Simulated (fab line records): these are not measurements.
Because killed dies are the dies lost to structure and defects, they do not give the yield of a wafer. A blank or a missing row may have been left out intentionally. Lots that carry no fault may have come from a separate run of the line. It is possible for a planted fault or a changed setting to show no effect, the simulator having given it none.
Chamber matching | flow nand-harc | NHARC_A_SLIT_DESCUM_14 on rie-diel-02 has 4 sister chambers
The step chemistry O2, time 3 s. 8 wafers are shown with their chamber, then 7 later ones without.

EACH WAFER AND ITS CHAMBER
wafer  | chamber | showerhead-plenum-p-Torr (Torr) | oes-product-au (a.u.)
L078.2 | 2       | 1.83                            | 0.993
L078.5 | 0       | 2.03                            | 0.992
L081.5 | 3       | 1.95                            | 1.002
L084.3 | 2       | 1.83                            | 1.001
L084.5 | 1       | 1.98                            | 0.981
L084.6 | 0       | 2.02                            | 1.008
L086.1 | 3       | 1.95                            | 1.007
L086.3 | 1       | 1.98                            | 0.981

WAFERS WHOSE CHAMBER IS MISSING
wafer  | showerhead-plenum-p-Torr (Torr) | oes-product-au (a.u.)
L086.6 | 1.95                            | 1.003
L085.2 | 1.83                            | 1.006
L085.3 | 2.02                            | 1.013
L085.5 | 1.98                            | 0.987
L097.2 | 1.98                            | 0.987
L097.4 | 1.95                            | 0.997
L097.6 | 1.83                            | 0.992

WHICH CHAMBER EACH ONE RAN IN
wafer  | from the rows above | in truth
L086.6 | 3                   | 3
L085.2 | 2                   | 2
L085.3 | 0                   | 0
L085.5 | 1                   | 1
L097.2 | 1                   | 1
L097.4 | 3                   | 3
L097.6 | 2                   | 2
Correct placement for 7 of the 7. Number that these rows cannot place: 0. Placed wrongly: 0.
How it was worked out, from the rows above alone: a wafer's distance from a chamber is the root of the sum, over the readings, of the square of ((its reading less the chamber's mean) divided by the reading's scatter). The wafer belongs to the nearest chamber; if the next one is less than 2 further off, it can't be placed. Each chamber's mean is taken over the wafers shown for it. How the scatter is found: for the shown wafers, subtract from each reading the mean of its chamber, square and add these, divide the total by (wafers less chambers), then take the root.
